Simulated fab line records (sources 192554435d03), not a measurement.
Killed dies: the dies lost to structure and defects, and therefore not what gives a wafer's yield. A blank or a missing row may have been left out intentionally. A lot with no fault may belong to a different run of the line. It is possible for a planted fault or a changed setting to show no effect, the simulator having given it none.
Matching of chambers || flow n5-finfet || rie-diel-03 running N5_BEOL_M3_ETCHBACK_99: 4 sister chambers
The step etches SiO2 in CHF3, target depth 5 nm, time 10.4 s. 8 wafers are shown with their chamber, then 8 later ones without.

## WAFERS PAIRED WITH THEIR CHAMBERS
{"wafer": "L078.4", "chamber": 3, "drypump-motor-current-A (A)": 6.2, "showerhead-plenum-p-Torr (Torr)": 2.08}
{"wafer": "L078.5", "chamber": 1, "drypump-motor-current-A (A)": 5.2, "showerhead-plenum-p-Torr (Torr)": 2.21}
{"wafer": "L083.2", "chamber": 1, "drypump-motor-current-A (A)": 5.1, "showerhead-plenum-p-Torr (Torr)": 2.21}
{"wafer": "L083.4", "chamber": 2, "drypump-motor-current-A (A)": 5.9, "showerhead-plenum-p-Torr (Torr)": 2.18}
{"wafer": "L090.3", "chamber": 0, "drypump-motor-current-A (A)": 6.0, "showerhead-plenum-p-Torr (Torr)": 2.09}
{"wafer": "L090.5", "chamber": 3, "drypump-motor-current-A (A)": 6.2, "showerhead-plenum-p-Torr (Torr)": 2.07}
{"wafer": "L090.6", "chamber": 2, "drypump-motor-current-A (A)": 5.9, "showerhead-plenum-p-Torr (Torr)": 2.18}
{"wafer": "L094.1", "chamber": 0, "drypump-motor-current-A (A)": 6.0, "showerhead-plenum-p-Torr (Torr)": 2.09}

## WAFERS WHOSE CHAMBER IS MISSING
{"wafer": "L094.5", "drypump-motor-current-A (A)": 6.0, "showerhead-plenum-p-Torr (Torr)": 2.09}
{"wafer": "L094.6", "drypump-motor-current-A (A)": 6.2, "showerhead-plenum-p-Torr (Torr)": 2.06}
{"wafer": "L093.1", "drypump-motor-current-A (A)": 5.2, "showerhead-plenum-p-Torr (Torr)": 2.20}
{"wafer": "L093.4", "drypump-motor-current-A (A)": 6.2, "showerhead-plenum-p-Torr (Torr)": 2.07}
{"wafer": "L093.5", "drypump-motor-current-A (A)": 5.2, "showerhead-plenum-p-Torr (Torr)": 2.20}
{"wafer": "L082.1", "drypump-motor-current-A (A)": 6.0, "showerhead-plenum-p-Torr (Torr)": 2.09}
{"wafer": "L082.3", "drypump-motor-current-A (A)": 5.9, "showerhead-plenum-p-Torr (Torr)": 2.17}
{"wafer": "L082.6", "drypump-motor-current-A (A)": 5.9, "showerhead-plenum-p-Torr (Torr)": 2.17}

## THE CHAMBER EACH PASSED THROUGH
{"wafer": "L094.5", "from the rows above": 0, "in truth": 0}
{"wafer": "L094.6", "from the rows above": 3, "in truth": 3}
{"wafer": "L093.1", "from the rows above": 1, "in truth": 1}
{"wafer": "L093.4", "from the rows above": 3, "in truth": 3}
{"wafer": "L093.5", "from the rows above": 1, "in truth": 1}
{"wafer": "L082.1", "from the rows above": 0, "in truth": 0}
{"wafer": "L082.3", "from the rows above": 2, "in truth": 2}
{"wafer": "L082.6", "from the rows above": 2, "in truth": 2}
Correctly placed: 8 of 8. Number that these rows cannot place: 0. 0 placed wrongly.
How it was worked out, from the rows above alone: a wafer's distance from a chamber is the root of the sum, over the readings, of the square of ((its reading less the chamber's mean) divided by the reading's scatter). The wafer belongs to the nearest chamber; if the next one is less than 2 further off, it can't be placed. Each chamber's mean is taken over the wafers shown for it. The scatter: take each reading less its chamber's mean, square it, sum over the shown wafers, divide by the number of wafers less the number of chambers, and take the root.
